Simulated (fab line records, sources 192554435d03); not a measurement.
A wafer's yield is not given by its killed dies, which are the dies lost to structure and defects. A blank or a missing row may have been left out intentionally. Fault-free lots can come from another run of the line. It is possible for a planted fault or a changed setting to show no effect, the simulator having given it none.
Matching of chambers :: flow n5Finfet :: pecvd-04 running N5_FIN_SAQP_HM_DEP_72: 3 sister chambers
The step deposits SiO2 from SiH4/N2O, target thk 12 nm, time 7.2 s. 6 wafers are shown with their chamber, then 7 later ones without.

## WAFERS, EACH WITH ITS CHAMBER
wafer: L078.3
chamber: 2
showerheadPlenumPTorr (Torr): 8.26
heaterPowerW (W): 688

wafer: L079.1
chamber: 2
showerheadPlenumPTorr (Torr): 8.27
heaterPowerW (W): 620

wafer: L080.5
chamber: 1
showerheadPlenumPTorr (Torr): 7.97
heaterPowerW (W): 814

wafer: L080.6
chamber: 0
showerheadPlenumPTorr (Torr): 8.11
heaterPowerW (W): 774

wafer: L083.3
chamber: 1
showerheadPlenumPTorr (Torr): 7.98
heaterPowerW (W): 811

wafer: L083.4
chamber: 0
showerheadPlenumPTorr (Torr): 8.11
heaterPowerW (W): 781

## WAFERS WHOSE CHAMBER IS MISSING
wafer: L083.5
showerheadPlenumPTorr (Torr): 7.97
heaterPowerW (W): 790

wafer: L093.2
showerheadPlenumPTorr (Torr): 8.27
heaterPowerW (W): 612

wafer: L093.3
showerheadPlenumPTorr (Torr): 8.11
heaterPowerW (W): 750

wafer: L093.4
showerheadPlenumPTorr (Torr): 7.98
heaterPowerW (W): 934

wafer: L097.2
showerheadPlenumPTorr (Torr): 8.26
heaterPowerW (W): 675

wafer: L097.3
showerheadPlenumPTorr (Torr): 8.00
heaterPowerW (W): 908

wafer: L097.4
showerheadPlenumPTorr (Torr): 8.09
heaterPowerW (W): 865

## WHICH CHAMBER EACH ONE RAN IN
wafer: L083.5
from the rows above: 1
in truth: 1

wafer: L093.2
from the rows above: 2
in truth: 2

wafer: L093.3
from the rows above: 0
in truth: 0

wafer: L093.4
from the rows above: 1
in truth: 1

wafer: L097.2
from the rows above: 2
in truth: 2

wafer: L097.3
from the rows above: 1
in truth: 1

wafer: L097.4
from the rows above: 0
in truth: 0
Correctly placed: 7 of 7. From these rows, 0 cannot be placed. Number placed wrongly: 0.
How it was worked out, from the rows above alone: a wafer's distance from a chamber is the root of the sum, over the readings, of the square of ((its reading less the chamber's mean) divided by the reading's scatter). If the next closest chamber is less than 2 further off than the closest, the wafer can't be placed; otherwise it belongs to the closest. For every chamber, the mean is computed from those of its wafers that are shown. How the scatter is found: for the shown wafers, subtract from each reading the mean of its chamber, square and add these, divide the total by (wafers less chambers), then take the root.
